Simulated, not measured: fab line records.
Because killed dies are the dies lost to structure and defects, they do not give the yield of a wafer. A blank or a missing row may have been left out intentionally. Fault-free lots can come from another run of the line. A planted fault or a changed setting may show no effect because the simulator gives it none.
fab line records + flow n5-finfet
record
- lots=11
- wafers=33
- last-day=19
route steps=1938 shown ZERO_LAYER@14 WELL_APT@45 PASSIVATION@1936
lots that met no fault: from a run of the same line without faults
start-h: hours from the record's first day to the start of the lot's first wafer shown + wait-h: hours from the lot's prior step to this one + " identical to the entry in the row above + L1.1+2: a single row standing in for several wafers + - no value present, or no start provided + * or withheld: withheld + < > ~ a bound
route shown NAME@n: NAME is a module with steps in the file, n the number in the route of the first one + usual: mean and standard deviation over wafers with no fault + same: alike in all rows + chamber/n: place in a boat + sites: per-site readings + _std_site: their standard deviation + _edge_site: outer sites' mean less inner sites' + radius-mm: for every site, how far away it sits from the centre of the wafer + mask NAME#n: copy n + behind: the most recent tool/chamber to have shaped the wafer + hold: cause of the lot's hold/its duration in hours/its outcome + device: names the non-switching transistor (n, p or np) + end of line: at the end of the route, the tests of the same wafers + a step given without rows: its recipe and nothing more + killed: dies that structure and defects cost at the first sort, which is not the same as the wafer's yield + map: a wafer's dies, x killed, . not, _ none there
set.NAME: the run value of the setting; set.NAME@STEP: its run value at that earlier step + model.NAME: the simulator's own value behind a step, which no gauge read
a sample of lots followed through the steps of the route, with each step as a table and each wafer as a row
services: from which hour (start-h, from the record's first day; less than 0 if before it) a tool's chamber was out of use, for how many hours, and why
## steps
# step N5_ZERO_LAYER_DESCUM_16
# recipe
- chemistry=O2
- time-s=7.9
- source-power-w=50
- bias-power-w=20
- pressure-mtorr=20
- rf-frequency-hz=2.712e+07
- temp-c=40
- o2-flow-sccm=225
# usual
- drypump-motor-current-A=5.8/0.58
- oes-product-au=0.82/0.088
- rf-vpp-V=243.0/1.4
- showerhead-plenum-p-Torr=2.08/0.06
- throttle-valve-pct=20.42/0.23
# same
- time-s=7.9
| lot.wafer | tool        | chamber | start-h | wait-h | drypump-motor-current-A | oes-product-au | rf-hours-counter-h | rf-vpp-V | showerhead-plenum-p-Torr | throttle-valve-pct |
|-----------|-------------|---------|---------|--------|-------------------------|----------------|--------------------|----------|--------------------------|--------------------|
| L698.1    | rie-diel-04 | 1       | 18.70   | 0.0    | 5.1                     | 0.69           | 247                | 244.3    | 2.15                     | 20.92              |
| L698.3    | "           | 3       | "       | "      | 5.6                     | 0.84           | 76                 | 242.0    | 2.04                     | 20.49              |
| L698.6    | "           | 3       | "       | "      | 5.6                     | 0.85           | -                  | 241.8    | 2.04                     | 20.48              |
| L699.2    | rie-diel-04 | 3       | 24.90   | 0.1    | 5.6                     | 0.84           | 79                 | 241.7    | 2.04                     | 20.47              |
| L699.3    | "           | 1       | "       | "      | 5.1                     | 0.68           | 249                | 245.0    | 2.15                     | 20.91              |
| L699.5    | "           | 3       | "       | "      | 5.6                     | 0.83           | -                  | 242.0    | 2.04                     | 20.48              |
| L700.2    | rie-diel-02 | 1       | 30.82   | 0.0    | 6.4                     | 0.78           | 117                | 246.1    | 2.19                     | 20.00              |
| L700.4    | "           | 3       | "       | "      | 6.8                     | 0.86           | 53                 | 241.4    | 2.05                     | 20.75              |
| L700.6    | "           | 1       | "       | "      | 6.4                     | 0.78           | -                  | 245.0    | 2.19                     | 19.99              |
| L701.1    | rie-diel-06 | 3       | 36.70   | 0.0    | 4.9                     | 0.77           | 111                | 242.6    | 2.10                     | 20.40              |
| L701.4    | "           | 0       | "       | "      | 6.5                     | 0.70           | 230                | 244.0    | 2.16                     | 20.69              |
| L701.6    | "           | 2       | "       | "      | 5.7                     | 0.80           | -                  | 242.3    | 2.01                     | 20.38              |
| L704.2    | rie-diel-02 | 0       | 54.81   | 0.0    | 5.4                     | 0.94           | 13                 | 244.8    | 2.14                     | 20.17              |
| L704.4    | "           | 1       | "       | "      | 6.4                     | 0.77           | 123                | 244.5    | 2.18                     | 20.00              |
| L704.6    | "           | 3       | "       | "      | 6.8                     | 0.84           | -                  | 242.5    | 2.04                     | 20.75              |
| L705.1    | rie-diel-02 | 0       | 60.82   | 0.0    | 5.4                     | 0.93           | 15                 | 243.2    | 2.13                     | 20.17              |
| L705.4    | "           | 1       | "       | "      | 6.4                     | 0.77           | 124                | 244.5    | 2.18                     | 20.00              |
| L705.6    | "           | 3       | "       | "      | 6.8                     | 0.83           | -                  | 242.6    | 2.04                     | 20.76              |
| L713.1    | rie-diel-04 | 1       | 108.83  | 0.1    | 5.2                     | 0.91           | 17                 | 243.8    | 2.14                     | 20.47              |
| L713.4    | "           | 3       | "       | "      | 5.6                     | 0.81           | 103                | 243.1    | 2.03                     | 20.52              |
| L713.6    | "           | 0       | "       | "      | 5.9                     | 0.99           | -                  | 242.6    | 2.06                     | 20.23              |
| L714.1    | rie-diel-06 | 0       | 114.94  | 0.3    | 6.5                     | 0.69           | 250                | 244.8    | 2.15                     | 20.76              |
| L714.2    | "           | 2       | "       | "      | 5.7                     | 0.78           | 117                | 242.6    | 2.00                     | 20.42              |
| L714.4    | "           | 3       | "       | "      | 4.9                     | 0.75           | 131                | 241.7    | 2.09                     | 20.43              |
| L718.1    | rie-diel-04 | 3       | 138.70  | 0.0    | 5.6                     | 0.80           | 112                | 241.0    | 2.03                     | 20.54              |
| L718.3    | "           | 2       | "       | "      | 5.2                     | 0.73           | 183                | 240.7    | 2.00                     | 20.46              |
| L718.4    | "           | 1       | "       | "      | 5.1                     | 0.90           | 26                 | 244.1    | 2.14                     | 20.47              |
| L719.1    | rie-diel-04 | 0       | 144.80  | 0.0    | 5.9                     | 0.94           | 20                 | 243.3    | 2.05                     | 20.24              |
| L719.3    | "           | 1       | "       | "      | 5.1                     | 0.90           | 28                 | 243.3    | 2.14                     | 20.48              |
| L719.4    | "           | 2       | "       | "      | 5.2                     | 0.71           | 185                | 242.3    | 2.00                     | 20.45              |
| L720.1    | rie-diel-04 | 1       | 151.26  | 0.6    | 5.1                     | 0.89           | 30                 | 243.0    | 2.14                     | 20.48              |
| L720.3    | "           | 3       | "       | "      | 5.6                     | 0.80           | 116                | 241.0    | 2.03                     | 20.54              |
| L720.6    | "           | 3       | "       | "      | 5.6                     | 0.80           | -                  | 242.1    | 2.03                     | 20.53              |
# step N5_ZERO_LAYER_STRIP_19
# recipe
- chemistry=SPM
- time-s=900
- temp-c=130
- h2so4-h2o2-vol-ratio=4
- dry=ipa-marangoni
# usual
- bath-guard-temp-C=130.2/0.44
- bath-heat-duty-pct=15.1/1.4
- time-s=900/0
| lot.wafer | tool         | chamber | start-h | wait-h | bath-guard-temp-C | bath-heat-duty-pct | time-s |
|-----------|--------------|---------|---------|--------|-------------------|--------------------|--------|
| L698.1    | wet-bench-06 | 2       | 19.00   | 0.1    | 131.0             | 18.0               | 900    |
| L698.3    | "            | 3       | "       | "      | 130.7             | 16.9               | 900    |
| L698.6    | "            | 1       | "       | "      | 130.1             | 16.7               | 900    |
| L699.2    | wet-bench-04 | 6       | 25.20   | 0.1    | 130.3             | 16.0               | 900    |
| L699.3    | "            | 5       | "       | "      | 129.9             | 12.9               | 900    |
| L699.5    | "            | 2       | "       | "      | 130.6             | 14.6               | 900    |
| L700.2    | wet-bench-04 | 1       | 31.12   | 0.1    | 130.2             | 13.6               | 900    |
| L700.4    | "            | 2       | "       | "      | 130.6             | 15.6               | 900    |
| L700.6    | "            | 0       | "       | "      | 129.9             | 12.4               | 900    |
| L701.1    | wet-bench-05 | 5       | 37.00   | 0.1    | 130.1             | 16.4               | 900    |
| L701.4    | "            | 2       | "       | "      | 130.3             | 12.5               | 900    |
| L701.6    | "            | 0       | "       | "      | 129.6             | 13.4               | 900    |
| L704.2    | wet-bench-06 | 6       | 55.11   | 0.1    | 129.9             | 16.2               | 900    |
| L704.4    | "            | 5       | "       | "      | 130.9             | 14.0               | 900    |
| L704.6    | "            | 7       | "       | "      | 130.4             | 13.2               | 900    |
| L705.1    | wet-bench-06 | 0       | 61.36   | 0.1    | 130.0             | 13.1               | 900    |
| L705.4    | "            | 2       | "       | "      | 130.7             | 17.0               | 900    |
| L705.6    | "            | 1       | "       | "      | 130.1             | 15.4               | 900    |
| L713.1    | wet-bench-06 | 3       | 109.13  | 0.1    | -                 | -                  | -      |
| L713.4    | "            | 7       | "       | "      | -                 | -                  | -      |
| L713.6    | "            | 2       | "       | "      | -                 | -                  | -      |
| L714.1    | wet-bench-06 | 0       | 115.24  | 0.1    | -                 | -                  | -      |
| L714.2    | "            | 1       | "       | "      | -                 | -                  | -      |
| L714.4    | "            | 3       | "       | "      | -                 | -                  | -      |
| L718.1    | wet-bench-06 | 5       | 139.00  | 0.1    | 131.0             | 13.0               | 900    |
| L718.3    | "            | 3       | "       | "      | 130.7             | 16.7               | 900    |
| L718.4    | "            | 2       | "       | "      | 131.0             | 17.9               | 900    |
| L719.1    | wet-bench-05 | 5       | 145.15  | 0.1    | 129.8             | 15.3               | 900    |
| L719.3    | "            | 4       | "       | "      | 129.9             | 14.7               | 900    |
| L719.4    | "            | 6       | "       | "      | 129.3             | 14.6               | 900    |
| L720.1    | wet-bench-05 | 2       | 151.81  | 0.1    | 130.3             | 14.2               | 900    |
| L720.3    | "            | 7       | "       | "      | 130.5             | 16.0               | 900    |
| L720.6    | "            | 0       | "       | "      | 129.7             | 13.7               | 900    |
# step N5_WELL_APT_INSPECT_27
# recipe
- mode=adi
- inspect-instrument=macro
# usual
- raw-defect-count=1.9/1.3
| lot.wafer | tool              | chamber | start-h | wait-h | raw-defect-count |
|-----------|-------------------|---------|---------|--------|------------------|
| L698.1    | defect-inspect-02 | -       | 21.03   | 0.0    | 4                |
| L698.3    | "                 | -       | "       | "      | 1                |
| L698.6    | "                 | -       | "       | "      | 3                |
| L699.2    | defect-inspect-02 | -       | 27.15   | 0.0    | 1                |
| L699.3    | "                 | -       | "       | "      | 1                |
| L699.5    | "                 | -       | "       | "      | 1                |
| L700.2    | defect-inspect-02 | -       | 33.02   | 0.0    | 0                |
| L700.4    | "                 | -       | "       | "      | 1                |
| L700.6    | "                 | -       | "       | "      | 2                |
| L701.1    | defect-inspect-02 | -       | 38.96   | 0.0    | 3                |
| L701.4    | "                 | -       | "       | "      | 1                |
| L701.6    | "                 | -       | "       | "      | 0                |
| L704.2    | defect-inspect-01 | -       | 57.12   | 0.0    | 2                |
| L704.4    | "                 | -       | "       | "      | 2                |
| L704.6    | "                 | -       | "       | "      | 4                |
| L705.1    | defect-inspect-02 | -       | 63.26   | 0.0    | 1                |
| L705.4    | "                 | -       | "       | "      | 2                |
| L705.6    | "                 | -       | "       | "      | 0                |
| L713.1    | defect-inspect-01 | -       | 111.43  | 0.0    | 5                |
| L713.4    | "                 | -       | "       | "      | 3                |
| L713.6    | "                 | -       | "       | "      | 2                |
| L714.1    | defect-inspect-02 | -       | 117.11  | 0.0    | 3                |
| L714.2    | "                 | -       | "       | "      | 2                |
| L714.4    | "                 | -       | "       | "      | 1                |
| L718.1    | defect-inspect-01 | -       | 141.34  | 0.0    | 3                |
| L718.3    | "                 | -       | "       | "      | 2                |
| L718.4    | "                 | -       | "       | "      | 1                |
| L719.1    | defect-inspect-02 | -       | 147.20  | 0.0    | 2                |
| L719.3    | "                 | -       | "       | "      | 3                |
| L719.4    | "                 | -       | "       | "      | 3                |
| L720.1    | defect-inspect-01 | -       | 153.71  | 0.0    | 0                |
| L720.3    | "                 | -       | "       | "      | 0                |
| L720.6    | "                 | -       | "       | "      | 0                |
# step N5_WELL_APT_DESCUM_30
# recipe
- chemistry=O2
- time-s=7.9
- source-power-w=50
- bias-power-w=20
- pressure-mtorr=20
- rf-frequency-hz=2.712e+07
- temp-c=40
- o2-flow-sccm=225
# usual
- drypump-motor-current-A=5.7/0.41
- oes-product-au=0.78/0.11
- rf-vpp-V=242.8/1.7
- showerhead-plenum-p-Torr=2.08/0.092
- throttle-valve-pct=20.49/0.24
# same
- time-s=7.9
| lot.wafer | tool        | chamber | start-h | wait-h | drypump-motor-current-A | oes-product-au | rf-hours-counter-h | rf-vpp-V | showerhead-plenum-p-Torr | throttle-valve-pct |
|-----------|-------------|---------|---------|--------|-------------------------|----------------|--------------------|----------|--------------------------|--------------------|
| L698.1    | rie-diel-03 | 3       | 21.07   | 0.0    | 6.4                     | 0.76           | 132                | 242.5    | 2.11                     | 20.27              |
| L698.3    | "           | 2       | "       | "      | 5.6                     | 0.74           | 176                | 241.1    | 2.02                     | 20.72              |
| L698.6    | "           | 0       | "       | "      | 5.6                     | 0.71           | -                  | 240.3    | 1.97                     | 20.21              |
| L699.2    | rie-diel-05 | 3       | 27.18   | 0.0    | 5.5                     | 0.72           | 187                | 244.8    | 2.17                     | 20.55              |
| L699.3    | "           | 2       | "       | "      | 5.7                     | 0.97           | 2                  | 245.2    | 2.25                     | 20.36              |
| L699.5    | "           | 2       | "       | "      | 5.6                     | 0.97           | -                  | 246.8    | 2.25                     | 20.35              |
| L700.2    | rie-diel-03 | 0       | 33.10   | 0.1    | 5.6                     | 0.70           | 219                | 242.3    | 1.97                     | 20.21              |
| L700.4    | "           | 3       | "       | "      | 6.4                     | 0.75           | -                  | 243.0    | 2.11                     | 20.27              |
| L700.6    | "           | 2       | "       | "      | 5.6                     | 0.73           | -                  | 241.4    | 2.02                     | 20.73              |
| L701.1    | rie-diel-01 | 2       | 39.11   | 0.1    | 5.1                     | 0.69           | 227                | 243.8    | 2.05                     | 20.36              |
| L701.4    | "           | 3       | "       | "      | 6.5                     | 0.68           | 236                | 242.4    | 1.99                     | 21.03              |
| L701.6    | "           | 2       | "       | "      | 5.1                     | 0.69           | -                  | 243.0    | 2.05                     | 20.35              |
| L704.2    | rie-diel-05 | 3       | 57.15   | 0.0    | 5.5                     | 0.72           | 197                | 243.5    | 2.16                     | 20.56              |
| L704.4    | "           | 0       | "       | "      | 5.6                     | 0.84           | 75                 | 241.0    | 1.96                     | 20.75              |
| L704.6    | "           | 1       | "       | "      | 5.5                     | 0.68           | -                  | 243.0    | 2.06                     | 20.62              |
| L705.1    | rie-diel-01 | 0       | 63.30   | 0.0    | 5.6                     | 0.68           | 235                | 243.2    | 2.05                     | 20.59              |
| L705.4    | "           | 3       | "       | "      | 6.5                     | 0.67           | -                  | 242.0    | 1.98                     | 21.04              |
| L705.6    | "           | 1       | "       | "      | 5.8                     | 0.97           | -                  | 240.9    | 2.08                     | 20.34              |
| L713.1    | rie-diel-03 | 0       | 111.46  | 0.0    | 5.7                     | 0.69           | 242                | 241.3    | 1.97                     | 20.24              |
| L713.4    | "           | 3       | "       | "      | 6.5                     | 0.73           | 160                | 244.3    | 2.10                     | 20.31              |
| L713.6    | "           | 3       | "       | "      | 6.4                     | 0.73           | -                  | 242.6    | 2.10                     | 20.31              |
| L714.1    | rie-diel-01 | 2       | 117.15  | 0.0    | 5.1                     | 0.68           | 255                | 243.5    | 2.04                     | 20.39              |
| L714.2    | "           | 1       | "       | "      | 5.8                     | 0.92           | 33                 | 241.3    | 2.07                     | 20.37              |
| L714.4    | "           | 3       | "       | "      | 6.5                     | 0.95           | -                  | 245.7    | 2.25                     | 20.66              |
| L718.1    | rie-diel-01 | 3       | 141.37  | 0.0    | 6.5                     | 0.92           | 18                 | 245.4    | 2.24                     | 20.67              |
| L718.3    | "           | 1       | "       | "      | 5.8                     | 0.90           | 44                 | 241.8    | 2.07                     | 20.38              |
| L718.4    | "           | 2       | "       | "      | 5.1                     | 0.97           | 1                  | 242.0    | 2.04                     | 20.00              |
| L719.1    | rie-diel-05 | 0       | 147.33  | 0.1    | 5.5                     | 0.80           | 107                | 242.0    | 1.95                     | 20.79              |
| L719.3    | "           | 3       | "       | "      | 5.5                     | 0.70           | 229                | 244.6    | 2.15                     | 20.62              |
| L719.4    | "           | 0       | "       | "      | 5.5                     | 0.79           | -                  | 240.0    | 1.95                     | 20.80              |
| L720.1    | rie-diel-01 | 0       | 154.01  | 0.3    | 5.6                     | 0.90           | 13                 | 241.3    | 2.04                     | 20.24              |
| L720.3    | "           | 3       | "       | "      | 6.5                     | 0.90           | 22                 | 245.1    | 2.24                     | 20.69              |
| L720.6    | "           | 2       | "       | "      | 5.1                     | 0.96           | -                  | 242.9    | 2.04                     | 19.99              |
# step N5_PASSIVATION_PROBE_49
# usual
- killed_at_M0_to_M3=33/11
- killed_at_M4_up=14/5
- killed-at-contacts=11/7.3
- killed-at-front-end=43/12
- killed-at-other=4/3.1
- killed-dies=106/17
- killed-open=69/13
- killed-short=34/8.7
# same
- gross-dies=1180
- killed-at-back-side=0
| lot.wafer | tool      | chamber | start-h | wait-h | killed_at_M0_to_M3 | killed_at_M4_up | killed-at-contacts | killed-at-front-end | killed-at-other | killed-dies | killed-open | killed-short |
|-----------|-----------|---------|---------|--------|--------------------|-----------------|--------------------|---------------------|-----------------|-------------|-------------|--------------|
| L705.4    | prober-01 | -       | 357.91  | 0.2    | 31                 | 13              | 7                  | 45                  | 6               | 102         | 60          | 42           |
| L713.1    | prober-01 | -       | 403.89  | 0.0    | 35                 | 14              | 1                  | 59                  | 6               | 115         | 75          | 32           |
| L713.4    | prober-01 | -       | 404.04  | 0.2    | 30                 | 11              | 3                  | 38                  | 9               | 91          | 62          | 26           |
| L713.6    | prober-01 | -       | 404.14  | 0.3    | 39                 | 17              | 2                  | 47                  | 4               | 109         | 77          | 31           |
| L720.1    | prober-01 | -       | 450.79  | 0.0    | 24                 | 26              | 17                 | 40                  | 4               | 111         | 72          | 36           |
| L720.3    | prober-01 | -       | 450.89  | 0.1    | 28                 | 22              | 6                  | 38                  | 7               | 101         | 62          | 28           |
| L720.6    | prober-01 | -       | 451.04  | 0.3    | 35                 | 24              | 17                 | 57                  | 3               | 136         | 83          | 51           |
# killed by level:class
L705.4 FIN_SAQP:geometric-particle:open=10 FIN_SAQP:geometric-particle:short=9 STI_FIN_REVEAL:geometric-particle:open=9 BEOL_M0_SAQP:geometric-particle:short=7 BEOL_M2:geometric-particle:open=6 BEOL_M0_SAQP:geometric-particle:open=5 MOL_CONTACT_COAG:geometric-particle:open=4 GATE_CUT:geometric-particle:short=4
L713.1 STI_FIN_REVEAL:geometric-particle:open=24 BEOL_M1:geometric-particle:open=15 STI_FIN_REVEAL:geometric-particle:short=7 BEOL_M3:geometric-particle:open=6 STARTING-WAFER:geometric-particle:short=6 HKMG_FIN:area-etch=6 BEOL_M0_SAQP:geometric-particle:short=5 BEOL_M0_SAQP:geometric-particle:open=5
L713.4 STI_FIN_REVEAL:geometric-particle:open=20 BEOL_M1:geometric-particle:open=7 BEOL_M3:geometric-particle:open=6 DUMMY_GATE:geometric-particle:open=5 BEOL_M2:geometric-particle:open=5 GATE_CUT:geometric-particle:short=4 BEOL_M0_SAQP:geometric-particle:open=4 MIM_TOP_ETCH:geometric-particle:short=4
L713.6 STI_FIN_REVEAL:geometric-particle:open=13 BEOL_M3:geometric-particle:open=10 GATE_CUT:geometric-particle:short=9 BEOL_M4:geometric-particle:open=8 ILD0:geometric-particle:open=7 BEOL_M0_SAQP:geometric-particle:open=7 BEOL_M2:geometric-particle:open=7 BEOL_M1:geometric-particle:open=6
L720.1 MOL_CONTACT_COAG:geometric-particle:open=16 FIN_SAQP:geometric-particle:short=9 BEOL_M4:geometric-particle:open=8 BEOL_M5:geometric-particle:open=7 FIN_SAQP:geometric-particle:open=5 STI_FIN_REVEAL:geometric-particle:open=5 BEOL_M0_SAQP:geometric-particle:open=5 BEOL_M0_SAQP:geometric-particle:short=5
L720.3 BEOL_M2:geometric-particle:open=8 BEOL_M5:geometric-particle:open=8 HKMG_FIN:area-etch=8 BEOL_M0_SAQP:geometric-particle:open=7 STI_FIN_REVEAL:geometric-particle:open=6 BEOL_M0_SAQP:geometric-particle:short=5 BEOL_M4:geometric-particle:open=5 FIN_SAQP:geometric-particle:short=4
L720.6 BEOL_M2:geometric-particle:open=10 FIN_SAQP:geometric-particle:open=9 MOL_CONTACT_COAG:geometric-particle:short=9 FIN_SAQP:geometric-particle:short=8 MOL_CONTACT_COAG:geometric-particle:open=8 BEOL_M0_SAQP:geometric-particle:open=8 BEOL_M5:geometric-particle:open=8 BEOL_M4:geometric-particle:open=7
## services
| tool         | chamber | start-h | hours | kind                          |
|--------------|---------|---------|-------|-------------------------------|
| rie-diel-03  | 0       | -4.41   | 3.4   | repair                        |
| rie-diel-02  | 2       | 1.35    | 26.8  | repair                        |
| wet-bench-05 | -       | 10.86   | 5.0   | repair                        |
| rie-diel-04  | 0       | 17.51   | 10.0  | repair                        |
| rie-diel-04  | 2       | 25.21   | 8.7   | repair                        |
| rie-diel-04  | 1       | 34.29   | -     | clean                         |
| rie-diel-04  | 1       | 34.29   | -     | consumable-replace:focus-ring |
| rie-diel-04  | 1       | 34.29   | 16.9  | scheduled-down                |
| rie-diel-04  | 1       | 34.29   | 16.9  | vent-cycle                    |
| rie-diel-05  | -       | 44.27   | 2.8   | pm                            |
| wet-bench-06 | -       | 45.62   | 2.9   | repair                        |
| rie-diel-04  | 0       | 51.30   | -     | clean                         |
| rie-diel-04  | 0       | 51.30   | -     | consumable-replace:esc        |
| rie-diel-04  | 0       | 51.30   | -     | consumable-replace:focus-ring |
| rie-diel-04  | 0       | 51.30   | 25.3  | scheduled-down                |
| rie-diel-04  | 0       | 51.30   | 25.3  | vent-cycle                    |
| rie-diel-03  | 2       | 54.26   | 1.3   | repair                        |
| rie-diel-01  | 2       | 61.20   | 4.2   | repair                        |
| rie-diel-04  | 3       | 65.13   | 6.8   | repair                        |
| wet-bench-05 | -       | 108.35  | 1.9   | pm                            |
| rie-diel-02  | 3       | 119.82  | 11.3  | repair                        |
| wet-bench-06 | -       | 128.45  | 1.5   | repair                        |
| rie-diel-02  | -       | 136.73  | 2.7   | repair                        |
| rie-diel-04  | -       | 153.50  | 0.6   | repair                        |
## key
first-sign
- step=N5_ZERO_LAYER_STRIP_19
- reading=tool-record
- direction=missing
effect none on later readings
met-at N5_ZERO_LAYER_STRIP_19
struck-lots L713,L714
tester-left-out L713,L714
not-acting-at N5_ZERO_LAYER_DESCUM_16,N5_WELL_APT_INSPECT_27,N5_WELL_APT_DESCUM_30
onset-between 61.36 109.13
fault
- kind=skipped-step-whole
- tool=wet-bench-06
- chamber=-
- onset-h=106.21
- steps=N5_ZERO_LAYER_STRIP_19
- scope=struck-lots-only
# tester-left-out: of these lots the tester's yield and bins aren't shown, on N5 and GAA mostly nor the transistor test; their killed dies are dies lost to structure and defects alone, not to doping, threshold or leakage, so they don't give the yield
